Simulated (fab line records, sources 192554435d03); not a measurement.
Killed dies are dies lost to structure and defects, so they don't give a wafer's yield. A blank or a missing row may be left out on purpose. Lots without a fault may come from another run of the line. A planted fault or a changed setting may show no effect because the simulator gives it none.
A struck lot beside a sound one | flow n5_finfet | 14 steps out of a route of 1938
Sound: wafers L113.2, L113.3, L113.6. Struck: wafers L104.1, L104.3, L104.4. The cause comes at the end.
At each step with rows: each side's tool, then ch and its chambers, then its first start. Under that, the readings that differ: sound wafers | struck wafers | difference of the means | sigmas: that difference in standard deviations of wafers without a fault.
alike: readings whose means differ by less than 2 such deviations, and words and numbers that are the same on both sides. not compared: withheld readings, readings that some wafer has no value for, bounds like >300 that may hide the same value, and numbers for which the record gives no deviation and whose values overlap.
The two part at a step that has a row with sigmas, a row that says differs or no value, or rows on one side only. Numbers that don't overlap but have no deviation are shown without sigmas and don't part them. A reading that every wafer of one side lacks parts them only if that side has two wafers or more.

N5_MIM_BOT_SPUTTER_00: material TiN, target thk 35 nm, time 89.7 s.
  sound on pvd_sputter-03, day 18 22:58; struck on pvd_sputter-01, day 16 15:11
  alike: cathode_dc_power_W, susceptor_temp_C, throttle_valve_pct
then, 1 step without rows for these wafers: N5_MIM_TOP_ALD_00 (deposits Al2O3, purge time 3 s, co reactant pulse time 3 s).
N5_MIM_TOP_ALD_01: deposits HfO2, target thk 5.6 nm, pulse time 1 s, purge time 3 s.
  sound on ald_hk-01 ch 0,1,3; struck on ald_hk-02 ch 1,2,3
  alike: precursor_pulse_height_rel
N5_MIM_TOP_ALD_02: deposits Al2O3, purge time 3 s, co reactant pulse time 3 s.
  sound on ald_hk-01 ch 0,1,3; struck on ald_hk-02 ch 1,2,3
  alike: precursor_pulse_height_rel
N5_MIM_TOP_DEGAS_04: time 60 s.
  sound on pvd_sputter-01, day 19 01:27; struck on pvd_sputter-01, day 16 15:59
  alike: heater_power_w, susceptor_temp_C
N5_MIM_TOP_SPUTTER_03: material TiN, target thk 35 nm, time 89.7 s.
  sound on pvd_sputter-01, day 19 01:29; struck on pvd_sputter-01, day 16 16:02
  alike: cathode_dc_power_W, susceptor_temp_C, throttle_valve_pct
then, 6 steps without rows for these wafers: N5_MIM_TOP_LITHO_HMDS_01 (time 60 s); N5_MIM_TOP_LITHO_COAT_02; N5_MIM_TOP_LITHO_EBR_04; N5_MIM_TOP_LITHO_SOFTBAKE_03 (time 90 s); N5_MIM_TOP_LITHO_EXPOSE_05 (exposes mask MIM TOP, target cd 2000 nm); N5_MIM_TOP_LITHO_PEB_06.
N5_MIM_TOP_LITHO_DEVELOP_07: develop time 60 s.
  sound on litho_track-05 ch 0, day 19 01:53; struck on litho_track-05, day 16 16:26
  no value came back on the struck wafers for chill_plate_temp_C (C), develop_time_s (s); on the sound wafers chill_plate_temp_C (C) reads 22.93 22.83 23.21
  not compared: model.coat_of_MIM_TOP_LITHO_COAT_02.thk_nm
then, 1 step without rows for these wafers: N5_MIM_TOP_LITHO_HARDBAKE_09 (time 120 s).

WHERE THEY PART
Only at N5_MIM_TOP_LITHO_DEVELOP_07, within this record.

WHY: what the simulator had put in
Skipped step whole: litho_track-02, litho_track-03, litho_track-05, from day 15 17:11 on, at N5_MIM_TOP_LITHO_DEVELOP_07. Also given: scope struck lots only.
